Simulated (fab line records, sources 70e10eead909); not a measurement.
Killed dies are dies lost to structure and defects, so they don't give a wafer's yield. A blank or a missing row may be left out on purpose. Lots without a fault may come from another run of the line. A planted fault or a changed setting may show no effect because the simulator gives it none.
A struck lot beside a sound one | flow nand_harc | 15 steps out of a route of 1302
Sound: wafers L220.2, L220.3, L220.4. Struck: wafers L238.3, L238.4, L238.6. The cause comes at the end.
At each step with rows: each side's tool, then ch and its chambers, then its first start. Under that, the readings that differ: sound wafers | struck wafers | difference of the means | sigmas: that difference in standard deviations of wafers without a fault.
alike: readings whose means differ by less than 2 such deviations, and words and numbers that are the same on both sides. not compared: withheld readings, readings that some wafer has no value for, bounds like >300 that may hide the same value, and numbers for which the record gives no deviation and whose values overlap.
The two part at a step that has a row with sigmas, a row that says differs or no value, or rows on one side only. Numbers that don't overlap but have no deviation are shown without sigmas and don't part them. A reading that every wafer of one side lacks parts them only if that side has two wafers or more.

first, 7 steps without rows for these wafers: NHARC_P_BONDPAD_COAT_36 (time 65 s); NHARC_P_BONDPAD_COAT_03 (resist thk 600 nm); NHARC_P_BONDPAD_SOFTBAKE_04 (time 70 s); NHARC_P_BONDPAD_EBR_05; NHARC_P_BONDPAD_EXPOSE_06 (exposes mask P BPAD); NHARC_P_BONDPAD_PEB_07 (peb time 80 s); NHARC_P_BONDPAD_DEVELOP_08 (time 50 s).
NHARC_P_BONDPAD_CD_MEAS_09: target cd 500 nm.
  sound on cd_sem-01 ch 0, day 6 14:10; struck on cd_sem-02 ch 0, day 14 05:01
  alike: cd_nm
NHARC_P_BONDPAD_OVL_MEAS_38:
  sound on overlay-01, day 6 14:15; struck on overlay-02, day 14 05:07
  alike: overlay_x_nm, overlay_y_nm
then, 1 step without rows for these wafers: NHARC_P_BONDPAD_HARDBAKE_10 (time 65 s).
NHARC_P_BONDPAD_DESCUM_11: chemistry O2, time 3 s.
  sound on rie_diel-02 ch 0,1, day 6 14:22; struck on rie_diel-02 ch 1,2,3, day 14 05:14
  alike: drypump_motor_current_A, oes_product_au, rf_vpp_V, showerhead_plenum_p_Torr, throttle_valve_pct
  not compared: rf_hours_counter_h
NHARC_P_BONDPAD_ETCH_37: etches the open film in N2/H2, target depth 60 nm, overetch 18 nm, time 65.91 s.
  sound on rie_diel-02 ch 1,2, day 6 14:28; struck on rie_diel-02 ch 0,2,3, day 14 05:19
  alike: drypump_motor_current_A, n2_flow_sccm, oes_product_au, rf_fwd_power_W, rf_vpp_V, showerhead_plenum_p_Torr, throttle_valve_pct
  not compared: rf_hours_counter_h
NHARC_P_BONDPAD_ETCH_12: etches the open film in CHF3/O2, target depth 200 nm, time 100 s.
  sound on rie_diel-02 ch 0,2, day 6 14:35; struck on rie_diel-02 ch 1,3, day 14 05:25
  reading               | sound             | struck            | difference | sigmas
  oes_product_au (a.u.) | 0.936 0.964 0.941 | 1.184 1.223 1.199 | +0.255     | +12
  rf_fwd_power_W (W)    | 496.9 496.6 496.6 | 697.0 696.4 700.3 | +201.2     | +99 or more
  alike: drypump_motor_current_A, rf_vpp_V, showerhead_plenum_p_Torr, throttle_valve_pct
  not compared: rf_hours_counter_h
NHARC_P_BONDPAD_CD_MEAS_13:
  sound on cd_sem-02, day 6 14:44; struck on cd_sem-03, day 14 05:33
  alike: cd_nm
NHARC_END_SORT_01:
  the record has rows for the sound wafers here (prober-01 ch 0, day 24 19:59) and none for the struck ones

WHERE THEY PART
First at NHARC_P_BONDPAD_ETCH_12; last, within this record, at NHARC_END_SORT_01.

WHY: what the simulator had put in
Process parameter drift: rie_diel-02, from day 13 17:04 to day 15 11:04, at NHARC_P_BONDPAD_ETCH_12. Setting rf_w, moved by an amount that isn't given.
